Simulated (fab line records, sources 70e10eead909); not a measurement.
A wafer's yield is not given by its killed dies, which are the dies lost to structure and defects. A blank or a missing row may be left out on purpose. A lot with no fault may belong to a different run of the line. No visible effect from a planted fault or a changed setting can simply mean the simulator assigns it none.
Chamber matching || flow nand-harc || NHARC_P_CONTACT_DEP_30 on pecvd-02: 3 sister chambers
The step deposits SiNx, target thk 30 nm. 3 wafers are shown with their chamber, then 10 later ones without.

WAFERS WITH THEIR CHAMBER
{"wafer": "L087.4", "chamber": 0, "heater-power-w (W)": 557}
{"wafer": "L089.3", "chamber": 1, "heater-power-w (W)": 731}
{"wafer": "L089.4", "chamber": 2, "heater-power-w (W)": 691}

WAFERS WHOSE CHAMBER IS MISSING
{"wafer": "L089.5", "heater-power-w (W)": 629}
{"wafer": "L090.1", "heater-power-w (W)": 768}
{"wafer": "L090.3", "heater-power-w (W)": 621}
{"wafer": "L090.6", "heater-power-w (W)": 764}
{"wafer": "L091.1", "heater-power-w (W)": 799}
{"wafer": "L091.3", "heater-power-w (W)": 626}
{"wafer": "L091.4", "heater-power-w (W)": 612}
{"wafer": "L094.1", "heater-power-w (W)": 791}
{"wafer": "L094.4", "heater-power-w (W)": 692}
{"wafer": "L094.5", "heater-power-w (W)": 613}

WHICH CHAMBER EACH ONE RAN IN
{"wafer": "L089.5", "from the rows above": "can't be placed: 2 or 0 or 1", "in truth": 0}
{"wafer": "L090.1", "from the rows above": "can't be placed: 1 or 2", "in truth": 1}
{"wafer": "L090.3", "from the rows above": "can't be placed: 0 or 2 or 1", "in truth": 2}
{"wafer": "L090.6", "from the rows above": "can't be placed: 1 or 2", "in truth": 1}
{"wafer": "L091.1", "from the rows above": "can't be placed: 1 or 2", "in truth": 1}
{"wafer": "L091.3", "from the rows above": "can't be placed: 2 or 0 or 1", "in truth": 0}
{"wafer": "L091.4", "from the rows above": "can't be placed: 0 or 2 or 1", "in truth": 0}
{"wafer": "L094.1", "from the rows above": "can't be placed: 1 or 2", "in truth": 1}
{"wafer": "L094.4", "from the rows above": "can't be placed: 2 or 1", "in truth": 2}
{"wafer": "L094.5", "from the rows above": "can't be placed: 0 or 2 or 1", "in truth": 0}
0 of 10 placed correctly. Not placeable from these rows: 10 (in 10, the candidates include the true chamber). Wrongly placed: 0.
How it was worked out, from the rows above alone: a wafer's distance from a chamber is the root of the sum, over the readings, of the square of ((its reading less the chamber's mean) divided by the reading's scatter). If the next closest chamber is less than 2 further off than the closest, the wafer can't be placed; otherwise it belongs to the closest. For every chamber, the mean is computed from those of its wafers that are shown. The scatter (one wafer shown for each chamber): square how far every hidden wafer sits from the nearest shown wafer, average those squares and take the square root.
